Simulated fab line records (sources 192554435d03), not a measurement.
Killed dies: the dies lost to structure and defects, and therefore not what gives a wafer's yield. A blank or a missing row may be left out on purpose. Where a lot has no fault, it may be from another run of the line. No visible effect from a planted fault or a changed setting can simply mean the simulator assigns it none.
fab line records | flow n5-finfet
record lots=5 | wafers=15 | last-day=16
route steps=1938 shown PMOS_HMC_CHANNEL_EPI@57 FIN_SAQP@90 PASSIVATION@1936
lots untouched by any fault: they come from a run of this same line in which no faults occurred
start-h: hours from the record's first day to the start of the lot's first wafer shown | wait-h: time in hours since the lot's previous step | " unchanged from the row above | L1.1+2: a single row standing in for several wafers | - no value, or no start given | * or withheld: withheld | < > ~ a bound
route shown NAME@n: names a module that has steps shown in the file, with the first one's number in the route | usual: mean and standard deviation over wafers with no fault | same: alike in all rows | chamber/n: place in a boat | sites: readings site by site | _std_site: the standard deviation of these | _edge_site: the outer-site mean with the inner-site mean subtracted | radius-mm: for every site, how far away it sits from the centre of the wafer | mask NAME#n: copy n | behind: tool/chamber where the wafer was last shaped | hold: cause of the lot's hold/its duration in hours/its outcome | device: which transistor (n, p or np) failed to switch | end of line: tests run on the same wafers once the route is complete | a step without rows: its recipe alone | killed: the dies lost at the first sort to structure and to defects; this is not the yield of the wafer | map: dies across one wafer; x = killed, . = not, _ = none there
set.NAME: setting as actually run; set.NAME@STEP: the setting as run at that earlier step | model.NAME: the simulator's own value behind a step, which no gauge read
lots at some steps of the route; a table a step, a row a wafer
services: the hour from which a tool's chamber was out of use, counted from the record's first day as start-h (under 0 if before that day), plus the number of hours and why
## steps
# step N5_PMOS_HMC_CHANNEL_EPI_HM_DEP_34
# recipe material=SiO2 | target-thk-a=360 | temp-c=400 | precursor=TEOS/O2 | pressure-torr=6.5 | rf-w=900 | teos-flow-sccm=161.4 | gas=O2 | flow-sccm=2650 | time-s=6.9
# step N5_PMOS_HMC_CHANNEL_EPI_COAT_31
# recipe resist=BARC | temp-c=205 | time-s=60 | spin-rpm=1500 | resist-thk-nm=66
# step N5_PMOS_HMC_CHANNEL_EPI_COAT_03
# recipe resist=CAR-ArF-block | spin-rpm=1500 | resist-thk-nm=205
# step N5_PMOS_HMC_CHANNEL_EPI_EBR_05
# recipe solvent=PGMEA | ebr-width-mm=1.5
# step N5_PMOS_HMC_CHANNEL_EPI_SOFTBAKE_04
# recipe temp-c=110 | time-s=60 | resist=CAR-ArF-block
# step N5_PMOS_HMC_CHANNEL_EPI_EXPOSE_06
# recipe mask-id=PMOS_HMC_BLK | na=1.35 | source-shape=conventional | sigma-outer=0.8 | polarization=unpolarized | target-cd-nm=240 | dose-mj=41
# step N5_PMOS_HMC_CHANNEL_EPI_PEB_07
# recipe peb-temp-c=110 | peb-time-s=60 | resist=CAR-ArF-block
# step N5_PMOS_HMC_CHANNEL_EPI_DEVELOP_08
# recipe develop-time-s=30 | developer=TMAH | resist=CAR-ArF-block | dev-temp-c=23 | rinse-liquid=diw | dry=air-spin
# step N5_PMOS_HMC_CHANNEL_EPI_DESCUM_14
# recipe chemistry=O2 | time-s=7.9 | source-power-w=50 | bias-power-w=20 | pressure-mtorr=20 | rf-frequency-hz=2.712e+07 | temp-c=40 | resist=CAR-ArF-block | o2-flow-sccm=225
# step N5_PMOS_HMC_CHANNEL_EPI_ETCH_32
# recipe chemistry=N2/H2 | target=BARC | stop-on=SiO2 | target-depth-a=858 | over-etch-frac=0.3 | time-s=50.3 | ion-energy-ev=200 | mask-material=CAR-ArF-block | pressure-mtorr=30 | source-w=840 | bias-w=150 | n2-flow-sccm=200 | h2-flow-sccm=200
# usual bias-w=150.1/0.5 | drypump-motor-current-A=5.5/0.46 | oes-product-au=0.66/0.064 | rf-vpp-V=522.9/2.3 | showerhead-plenum-p-Torr=2.50/0.075 | throttle-valve-pct=17.95/0.21
# same time-s=50.3
lot.wafer | tool        | chamber | start-h | wait-h | bias-w | drypump-motor-current-A | oes-product-au | rf-hours-counter-h | rf-vpp-V | showerhead-plenum-p-Torr | throttle-valve-pct
L405.2    | rie-diel-01 | 2       | 35.32   | 0.0    | 149.8  | 5.5                     | 0.60           | 234                | 522.7    | 2.49                     | 17.90
L405.4    | "           | 1       | "       | "      | 150.4  | 5.1                     | 0.67           | 112                | 521.7    | 2.44                     | 18.09
L405.5    | "           | 0       | "       | "      | 150.2  | 5.3                     | 0.59           | -                  | 519.1    | 2.40                     | 18.14
L411.1    | rie-diel-03 | 3       | 71.81   | 0.0    | 150.0  | 6.2                     | 0.76           | 15                 | 523.4    | 2.49                     | 17.80
L411.2    | "           | 1       | "       | "      | 149.7  | 5.6                     | 0.64           | 164                | 523.4    | 2.54                     | 18.08
L411.6    | "           | 3       | "       | "      | 150.1  | 6.2                     | 0.76           | -                  | 522.4    | 2.49                     | 17.81
L412.2    | rie-diel-03 | 1       | 78.06   | 0.0    | 150.6  | 5.6                     | 0.64           | 165                | 523.6    | 2.53                     | 18.12
L412.3    | "           | 2       | "       | "      | 149.4  | 5.1                     | 0.73           | 73                 | 525.1    | 2.58                     | 17.81
L412.5    | "           | 1       | "       | "      | 150.3  | 5.6                     | 0.64           | -                  | 523.3    | 2.53                     | 18.10
L413.2    | rie-diel-03 | 3       | 83.78   | 0.0    | 150.8  | 6.2                     | 0.75           | 19                 | 523.6    | 2.49                     | 17.80
L413.3    | "           | 0       | "       | "      | 150.7  | 5.0                     | 0.59           | 247                | 520.0    | 2.36                     | 17.69
L413.5    | "           | 2       | "       | "      | 149.8  | 5.1                     | 0.72           | -                  | 526.6    | 2.58                     | 17.82
L415.3    | rie-diel-03 | 3       | 95.39   | 0.0    | 149.8  | 6.2                     | 0.74           | 22                 | 522.2    | 2.49                     | 17.80
L415.5    | "           | 1       | "       | "      | 150.8  | 5.6                     | 0.63           | -                  | 523.3    | 2.53                     | 18.11
L415.6    | "           | 2       | "       | "      | 149.9  | 5.1                     | 0.73           | -                  | 524.8    | 2.58                     | 17.83
# step N5_PMOS_HMC_CHANNEL_EPI_HM_OPEN_15
# recipe chemistry=CHF3/O2 | target=SiO2 | mask-material=CAR-ArF-block | target-depth-a=406 | CHF3_flow_sccm=50 | O2_flow_sccm=5 | Ar_flow_sccm=200 | time-s=20.3 | pressure-mtorr=30 | source-w=650 | bias-w=170 | ion-energy-ev=200
# step N5_PMOS_HMC_CHANNEL_EPI_STRIP_33
# recipe chemistry=N2/H2 | power-w=500 | temp-c=40 | pressure-mtorr=50 | rf-frequency-hz=6e+07 | overash-fraction=0.3 | bias-power-w=8 | h2-frac=0.5 | n2-flow-sccm=300 | h2-flow-sccm=300
# step N5_PMOS_HMC_CHANNEL_EPI_STRIP_17
# recipe chemistry=SPM | time-s=750 | temp-c=130 | h2so4-h2o2-vol-ratio=4 | dry=ipa-marangoni
# step N5_PMOS_HMC_CHANNEL_EPI_ETCH_38
# recipe chemistry=CF4 | target=SiO2 | target-depth-a=15 | ion-energy-ev=350 | pressure-mtorr=10 | icp-w=800 | bias-w=400 | cf4-flow-sccm=80
# step N5_PMOS_HMC_CHANNEL_EPI_FIN_RECESS_16
# recipe chemistry=HBr/Cl2 | target=Si | mask-material=SiO2 | target-depth-a=540 | time-s=18 | pressure-mtorr=10 | icp-w=800 | bias-w=75 | HBr_flow_sccm=150 | Cl2_flow_sccm=80
# step N5_PMOS_HMC_CHANNEL_EPI_PRECLEAN_36
# recipe chemistry=O3/DIW | time-s=45 | temp-c=22 | o3-ppm=10
# step N5_PMOS_HMC_CHANNEL_EPI_PRECLEAN_18
# recipe chemistry=DHF | time-s=30 | temp-c=25 | dilution=withheld
# step N5_PMOS_HMC_CHANNEL_EPI_SRD_19
# recipe dry=ipa-marangoni | do-ppb=5 | time-s=30 | temp-c=23 | rinse-liquid=diw
# step N5_PMOS_HMC_CHANNEL_EPI_EPI_20
# recipe material=SiGe30 | mask-material=SiO2 | pressure-torr=20 | target-thk-a=590 | temp-c=600
# step N5_PMOS_HMC_CHANNEL_EPI_HM_STRIP_35
# recipe chemistry=dHF | temp-c=25 | material=SiO2 | target=SiO2 | target-depth-a=396 | time-s=216
# step N5_PMOS_HMC_CHANNEL_EPI_SRD_39
# recipe dry=ipa-marangoni | time-s=30 | temp-c=23 | rinse-liquid=diw
# step N5_PMOS_HMC_CHANNEL_EPI_CMP_21
# recipe material=SiGe30 | post-cmp-clean=alkaline-brush | target-thk-nm=54
# step N5_PMOS_HMC_CHANNEL_EPI_PRECLEAN_40
# recipe chemistry=DHF | time-s=30 | temp-c=25 | dilution=withheld
# step N5_PMOS_HMC_CHANNEL_EPI_PRECLEAN_37
# recipe chemistry=O3/DIW | time-s=45 | temp-c=22 | o3-ppm=10
# step N5_PMOS_HMC_CHANNEL_EPI_PRECLEAN_24
# recipe chemistry=DHF | time-s=30 | temp-c=25 | dilution=withheld
# step N5_PMOS_HMC_CHANNEL_EPI_SRD_25
# recipe dry=ipa-marangoni | do-ppb=5 | time-s=30 | temp-c=23 | rinse-liquid=diw
# step N5_PMOS_HMC_CHANNEL_EPI_EPI_26
# recipe material=Si | target-thk-a=38 | temp-c=650 | precursor=SiH4/H2 | pressure-torr=20 | time-s=22.7
# step N5_FIN_SAQP_PRECLEAN_42
# recipe chemistry=O3/DIW | time-s=60 | temp-c=22 | o3-ppm=10
# step N5_FIN_SAQP_PRECLEAN_00
# recipe chemistry=SC1 | time-s=60 | temp-c=55 | mix=1:2:50
# step N5_FIN_SAQP_PRECLEAN_44
# recipe chemistry=SC2 | time-s=45 | temp-c=35 | mix=1:1:50
# step N5_FIN_SAQP_SRD_01
# recipe dry=ipa-marangoni | time-s=30 | temp-c=23 | rinse-liquid=diw
# step N5_FIN_SAQP_ALD_61
# recipe material=SiO2 | target-thk-a=40 | temp-c=300 | ald-precursor-family=BDEAS | ald-co-reactant=O2-plasma | pulse-time-s=1 | purge-time-s=2 | co-reactant-purge-time-s=2 | ald-cycles=43 | pressure-torr=2
# step N5_FIN_SAQP_DENSIFY_62
# recipe temp-c=700 | time-s=60 | ambient=N2 | idle-temp-c=600 | ramp-up-c-per-s=150 | ramp-down-c-per-s=60 | cool-to-c=600
# step N5_FIN_SAQP_HM_DEP_03
# recipe material=SiNx | target-thk-a=380 | temp-c=400 | precursor=SiH4/NH3/N2 | pressure-torr=1.5 | rf-w=300 | time-s=33.6
# step N5_FIN_SAQP_PECVD_47
# recipe material=a-Si | target-thk-a=450 | temp-c=400 | precursor=SiH4/He | pressure-torr=3 | rf-w=100 | time-s=36.3
# step N5_PASSIVATION_PROBE_49
# usual defect-limited-yield=91.3/1.4 | killed_at_M0_to_M3=36/10 | killed_at_M4_up=13/5.4 | killed-at-contacts=12/5.3 | killed-at-front-end=39/10 | killed-at-other=3.2/2.7 | killed-dies=103/16 | killed-open=68/13 | killed-short=33/6.6 | sort_bin_5_function=5.1/0.92 | sort_bin_6_memory=3.3/0.68 | sort_bin_8_speed=0.1/0.41 | sort-n-pass=1077/17
# same gross-dies=1180 | killed-at-back-side=0 | sort_bin_4_leakage[%]=0
lot.wafer | tool      | chamber | start-h | wait-h | defect-limited-yield[%] | killed_at_M0_to_M3 | killed_at_M4_up | killed-at-contacts | killed-at-front-end | killed-at-other | killed-dies | killed-open | killed-short | sort_bin_5_function[%] | sort_bin_6_memory[%] | sort_bin_8_speed[%] | sort-n-pass
L405.2    | prober-01 | -       | 324.72  | 0.1    | 90.6                    | 38                 | 17              | 10                 | 42                  | 4               | 111         | 80          | 29           | 5.6                    | 3.6                  | 0                   | 1069
L405.4    | prober-01 | -       | 324.82  | 0.2    | 92.5                    | 29                 | 14              | 5                  | 31                  | 9               | 88          | 59          | 29           | 4.2                    | 2.9                  | 0                   | 1092
L405.5    | prober-01 | -       | 324.87  | 0.2    | 92.3                    | 29                 | 13              | 11                 | 32                  | 6               | 91          | 58          | 31           | 4.2                    | 3.3                  | 0                   | 1089
L411.1    | prober-02 | -       | 345.42  | 0.0    | 91.4                    | 20                 | 5               | 13                 | 62                  | 1               | 101         | 78          | 21           | 4.9                    | 3.6                  | 0                   | 1079
L411.2    | prober-02 | -       | 345.47  | 0.1    | 91.5                    | 31                 | 12              | 6                  | 50                  | 1               | 100         | 59          | 38           | 5.0                    | 3.2                  | 0                   | 1080
L411.6    | prober-02 | -       | 345.67  | 0.3    | 92.9                    | 30                 | 10              | 13                 | 27                  | 4               | 84          | 56          | 27           | 4.7                    | 2.2                  | 0                   | 1096
L412.2    | prober-01 | -       | 351.64  | 0.1    | 83.1                    | 27                 | 14              | 17                 | 140                 | 1               | 199         | 65          | 34           | 10.2                   | 3.0                  | 0                   | 981
L412.3    | prober-01 | -       | 351.69  | 0.1    | 79.0                    | 28                 | 18              | 8                  | 189                 | 5               | 248         | 50          | 32           | 11.5                   | 5.1                  | 0                   | 932
L412.5    | prober-01 | -       | 351.79  | 0.2    | 83.5                    | 35                 | 13              | 21                 | 125                 | 1               | 195         | 60          | 31           | 9.6                    | 3.6                  | 0                   | 985
L413.2    | prober-02 | -       | 380.85  | 0.1    | 78.4                    | 28                 | 17              | 3                  | 194                 | 13              | 255         | 62          | 35           | 13.0                   | 4.2                  | 0.1                 | 925
L413.3    | prober-02 | -       | 380.90  | 0.1    | 79.0                    | 41                 | 11              | 8                  | 184                 | 4               | 248         | 67          | 33           | 12.3                   | 4.2                  | 0.2                 | 932
L413.5    | prober-02 | -       | 381.00  | 0.2    | 77.5                    | 39                 | 14              | 5                  | 206                 | 2               | 266         | 74          | 36           | 14.9                   | 4.0                  | 0                   | 914
L415.3    | prober-01 | -       | 390.31  | 0.1    | 78.5                    | 32                 | 13              | 9                  | 196                 | 4               | 254         | 64          | 30           | 13.8                   | 3.3                  | 0                   | 926
L415.5    | prober-01 | -       | 390.41  | 0.2    | 83.1                    | 40                 | 11              | 10                 | 135                 | 3               | 199         | 69          | 26           | 9.4                    | 3.7                  | 0                   | 981
L415.6    | prober-01 | -       | 390.46  | 0.3    | 79.7                    | 23                 | 14              | 14                 | 186                 | 2               | 239         | 55          | 31           | 13.1                   | 4.1                  | 0                   | 941
# killed by level:class
L405.2 STI_FIN_REVEAL:geometric-particle:open=12 BEOL_M2:geometric-particle:open=12 BEOL_M4:geometric-particle:open=10 BEOL_M0_SAQP:geometric-particle:open=9 MOL_CONTACT_COAG:geometric-particle:open=8 FIN_SAQP:geometric-particle:open=7 STARTING-WAFER:geometric-particle:short=5 BEOL_M3:geometric-particle:open=5
L405.4 FIN_SAQP:geometric-particle:open=12 BEOL_M3:geometric-particle:short=6 BEOL_M3:geometric-particle:open=5 MOL_CONTACT_COAG:geometric-particle:open=5 BEOL_M0:geometric-particle:open=5 BEOL_M4:geometric-particle:open=4 DUMMY_GATE:geometric-particle:open=4 BEOL_M0_SAQP:geometric-particle:short=4
L405.5 FIN_SAQP:geometric-particle:open=9 MOL_CONTACT_COAG:geometric-particle:open=8 BEOL_M0_SAQP:geometric-particle:open=7 BEOL_M2:geometric-particle:open=6 FIN_SAQP:geometric-particle:short=5 DUMMY_GATE:geometric-particle:open=4 BEOL_M3:geometric-particle:short=4 STI_FIN_REVEAL:geometric-particle:open=3
L411.1 STI_FIN_REVEAL:geometric-particle:open=32 MOL_CONTACT_COAG:geometric-particle:open=11 STARTING-WAFER:geometric-particle:open=7 FIN_SAQP:geometric-particle:open=6 BEOL_M0_SAQP:geometric-particle:short=4 BEOL_M1:geometric-particle:open=4 BEOL_M2:geometric-particle:open=4 STI_FIN_REVEAL:geometric-particle:short=3
L411.2 STI_FIN_REVEAL:geometric-particle:open=13 BEOL_M0_SAQP:geometric-particle:short=9 FIN_SAQP:geometric-particle:open=8 FIN_SAQP:geometric-particle:short=6 STARTING-WAFER:geometric-particle:open=6 MOL_CONTACT_COAG:geometric-particle:open=5 BEOL_M0_SAQP:geometric-particle:open=5 BEOL_M1:geometric-particle:short=5
L411.6 MOL_CONTACT_COAG:geometric-particle:open=11 BEOL_M3:geometric-particle:open=7 FIN_SAQP:geometric-particle:open=6 BEOL_M0_SAQP:geometric-particle:short=6 FIN_SAQP:geometric-particle:short=5 BEOL_M5:geometric-particle:open=5 STI_FIN_REVEAL:geometric-particle:open=4 DUMMY_GATE:geometric-particle:open=4
L412.2 PMOS_HMC_CHANNEL_EPI:unspecified=98 MOL_CONTACT_COAG:geometric-particle:open=11 FIN_SAQP:geometric-particle:open=9 FIN_SAQP:geometric-particle:short=8 BEOL_M2:geometric-particle:open=8 STI_FIN_REVEAL:geometric-particle:open=6 MOL_CONTACT_COAG:geometric-particle:short=6 BEOL_M0:geometric-particle:open=5
L412.3 PMOS_HMC_CHANNEL_EPI:unspecified=163 BEOL_M2:geometric-particle:open=8 MOL_CONTACT_COAG:geometric-particle:open=7 FIN_SAQP:geometric-particle:short=6 BEOL_M0_SAQP:geometric-particle:short=6 BEOL_M0_SAQP:geometric-particle:open=4 BEOL_M4:geometric-particle:open=4 FIN_SAQP:geometric-particle:open=3
L412.5 PMOS_HMC_CHANNEL_EPI:unspecified=102 MOL_CONTACT_COAG:geometric-particle:open=17 BEOL_M0_SAQP:geometric-particle:short=9 BEOL_M2:geometric-particle:open=7 BEOL_M0_SAQP:geometric-particle:open=6 BEOL_M4:geometric-particle:open=6 FIN_SAQP:geometric-particle:open=5 BEOL_M0:geometric-particle:open=5
L413.2 PMOS_HMC_CHANNEL_EPI:unspecified=156 FIN_SAQP:geometric-particle:open=11 MIM_TOP_ETCH:geometric-particle:open=10 FIN_SAQP:geometric-particle:short=9 BEOL_M0_SAQP:geometric-particle:short=8 BEOL_M2:geometric-particle:open=7 BEOL_M4:geometric-particle:open=7 STI_FIN_REVEAL:geometric-particle:open=5
L413.3 PMOS_HMC_CHANNEL_EPI:unspecified=146 FIN_SAQP:geometric-particle:open=13 BEOL_M0_SAQP:geometric-particle:open=10 BEOL_M0_SAQP:geometric-particle:short=9 FIN_SAQP:geometric-particle:short=7 BEOL_M2:geometric-particle:open=7 MOL_CONTACT_COAG:geometric-particle:open=6 BEOL_M4:geometric-particle:open=6
L413.5 PMOS_HMC_CHANNEL_EPI:unspecified=153 FIN_SAQP:geometric-particle:short=13 FIN_SAQP:geometric-particle:open=13 STI_FIN_REVEAL:geometric-particle:open=9 BEOL_M3:geometric-particle:open=9 BEOL_M1:geometric-particle:open=7 GATE_CUT:geometric-particle:short=6 BEOL_M2:geometric-particle:open=6
L415.3 PMOS_HMC_CHANNEL_EPI:unspecified=160 DUMMY_GATE:geometric-particle:open=10 BEOL_M3:geometric-particle:open=9 BEOL_M0_SAQP:geometric-particle:open=7 BEOL_M4:geometric-particle:open=7 MOL_CONTACT_COAG:geometric-particle:open=5 BEOL_M0_SAQP:geometric-particle:short=5 FIN_SAQP:geometric-particle:short=4
L415.5 PMOS_HMC_CHANNEL_EPI:unspecified=103 BEOL_M0:geometric-particle:open=12 MOL_CONTACT_COAG:geometric-particle:open=7 BEOL_M2:geometric-particle:open=7 BEOL_M4:geometric-particle:open=6 GATE_CUT:geometric-particle:open=5 BEOL_M0_SAQP:geometric-particle:open=5 ILD0:geometric-particle:open=4
L415.6 PMOS_HMC_CHANNEL_EPI:unspecified=152 MOL_CONTACT_COAG:geometric-particle:open=11 FIN_SAQP:geometric-particle:short=10 STI_FIN_REVEAL:geometric-particle:open=5 BEOL_M0_SAQP:geometric-particle:short=5 BEOL_M0_SAQP:geometric-particle:open=5 FIN_SAQP:geometric-particle:open=4 ILD0:geometric-particle:open=3
# map L412.3 (x killed, . not)
_________________............________________
______________.................._____________
___________....x.........x.......x.__________
__________...x........x...x......x.x_________
________................x.....x......._______
_______............xx..................______
______.................xxx...x.x.....x.._____
_____.........x.x........xx.x........xx..____
____..x.............xx.xx.x.xx..x.........___
___...x...............xxxxx..........x.....__
___...xx.........x.xxxxxxxxxx.xx...........__
__......x.x.....x.xxxxxxxxxxxx.....x.....x.._
__.....xx........xxxxxxxxxxxxxxxx.x........._
_........x.......xxxxxxxxxxxxxxx.............
_............xx.xx.xxxxxxxxxxxxx.x...........
_......x.........xxxxxxxxxxxxxxx....x.....x..
_...............xxxxxxxxxxxxxxxx..........x..
_.................xxxxxxxxxxxx.x.x...x......x
_................x.xxxxxxxxxxxx.x...x........
_..................xxxxxxxxxxx..x.........x.x
_................x.x.x.x.x.xx.x....x.........
__x.......x....x.....x......x...........x..._
__..........xx.............................._
___..x........................x........x...__
___.............................x..........__
____...............x......x......x........___
_____...................x..xxx...........____
______.x.....x.........................._____
_______.........x........x.............______
________..x......x...................._______
__________x......x...........xxx.x.._________
___________x.......................__________
______________.......x.........._____________
_________________............________________
# map L413.5 (x killed, . not)
_________________..........x.________________
______________.........x.....xxx_____________
___________......x.x...............__________
__________..x...............x......._________
________x.x..........................._______
_______.x..........................x...______
______.......x.x.............x.........._____
_____..x..xx........x....x.....x.........____
____.....x...x...x..x.x.x.x.......x.......___
___...........x..x..xxxxxxx..x.x.xx....x...__
___..............xxxxxxxxxxxxxx.xx...x.....__
__..........x...xxxxxxxxxxxxxxxx......x.x..._
__............xx..xxxxxxxxxxxx.x.x..x......._
_................xxxxxxxxxxxxxxxx.......x....
_................xxxxxxxxxxxxxxx......x......
_...........x....xxxxxxxxxxxxxxx......x......
_....xx..x.x....xxxxxxxxxxxxxxxxx...x.x......
_..x...x.........x.xxxxxxxxxxxxx.x...x.......
_...x...x....x....xx.xxxxxxxx....x.x...x.....
_.............x....xxxxxxxxx.xxxx..x.........
_............x.......xx.xxxx..x......x..x.x..
__.........x.........x.x.............x......_
__x........x..........x.x...x...xx.........._
___........x....................x.......x..__
___.............x...x........x.............__
____........................x.....x.......___
_____......x.....................x.......____
______.............xx..................._____
_______x......x.............x.......x..______
________.............................._______
__________x.....................x..._________
___________..x..........x....x....x__________
______________.................._____________
_________________.x..x......x________________
## services
tool        | chamber | start-h | hours | kind
rie-diel-03 | 0       | 55.84   | 5.4   | repair
rie-diel-03 | 0       | 92.95   | -     | clean
rie-diel-03 | 0       | 92.95   | -     | consumable-replace:focus-ring
rie-diel-03 | 0       | 92.95   | -     | consumable-replace:showerhead
rie-diel-03 | 0       | 92.95   | 12.8  | scheduled-down
rie-diel-03 | 0       | 92.95   | 12.8  | vent-cycle
## key
first-sign step=N5_PASSIVATION_PROBE_49 | reading=killed-at-front-end | direction=up | sigmas=13 | usual=39 | struck=173
effect step=N5_PASSIVATION_PROBE_49 | reading=defect-limited-yield | direction=down | sigmas=8.1 | usual=91.3 | struck=80.2
more-kills-born-at N5_PMOS_HMC_CHANNEL_EPI_ETCH_32@rie-diel-03=1233
met-at N5_PMOS_HMC_CHANNEL_EPI_ETCH_32
struck-wafers L412.2,L412.3,L412.5,L413.2,L413.3,L413.5,L415.3,L415.5,L415.6
onset-between 71.81 78.06
also-fits time
fault kind=chamber-particle-source | tool=rie-diel-03 | chamber=- | onset-h=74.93 | steps=N5_PMOS_HMC_CHANNEL_EPI_ETCH_32 | rate-per-visit-cm2=1.9825 | end-h=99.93
